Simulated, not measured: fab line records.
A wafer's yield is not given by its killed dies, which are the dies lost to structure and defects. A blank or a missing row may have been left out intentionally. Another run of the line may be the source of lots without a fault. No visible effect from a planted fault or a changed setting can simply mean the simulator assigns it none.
Chamber matching :: flow n5-finfet :: N5_BEOL_M7_PECVD_70 on pecvd-03: 3 sister chambers
The step deposits SiO2 from TEOS/O2, target thk 20 nm, time 22.7 s. 3 wafers are shown with their chamber, then 10 later ones without.

== WAFERS PAIRED WITH THEIR CHAMBERS ==
wafer: L083.4
chamber: 1
throttle-valve-pct (%): 23.8

wafer: L085.1
chamber: 0
throttle-valve-pct (%): 22.2

wafer: L085.3
chamber: 2
throttle-valve-pct (%): 19.8

== WAFERS MISSING THEIR CHAMBER ==
wafer: L085.4
throttle-valve-pct (%): 24.0

wafer: L084.1
throttle-valve-pct (%): 19.9

wafer: L084.2
throttle-valve-pct (%): 22.3

wafer: L084.3
throttle-valve-pct (%): 24.0

wafer: L090.1
throttle-valve-pct (%): 22.4

wafer: L090.2
throttle-valve-pct (%): 19.7

wafer: L090.3
throttle-valve-pct (%): 22.2

wafer: L093.3
throttle-valve-pct (%): 20.2

wafer: L093.4
throttle-valve-pct (%): 19.9

wafer: L093.5
throttle-valve-pct (%): 22.4

== EACH ONE'S CHAMBER ==
wafer: L085.4
from the rows above: 1
in truth: 1

wafer: L084.1
from the rows above: 2
in truth: 2

wafer: L084.2
from the rows above: 0
in truth: 0

wafer: L084.3
from the rows above: 1
in truth: 1

wafer: L090.1
from the rows above: 0
in truth: 0

wafer: L090.2
from the rows above: 2
in truth: 2

wafer: L090.3
from the rows above: 0
in truth: 0

wafer: L093.3
from the rows above: 2
in truth: 2

wafer: L093.4
from the rows above: 2
in truth: 2

wafer: L093.5
from the rows above: 0
in truth: 0
Placed correctly: 10 of 10. Number that these rows cannot place: 0. Placed wrongly: 0.
How it was worked out, from the rows above alone: a wafer's distance from a chamber is the root of the sum, over the readings, of the square of ((its reading less the chamber's mean) divided by the reading's scatter). The wafer belongs to the nearest chamber; if the next one is less than 2 further off, it can't be placed. Each chamber's mean is taken over the wafers shown for it. The scatter (one wafer shown for each chamber): square how far every hidden wafer sits from the nearest shown wafer, average those squares and take the square root.
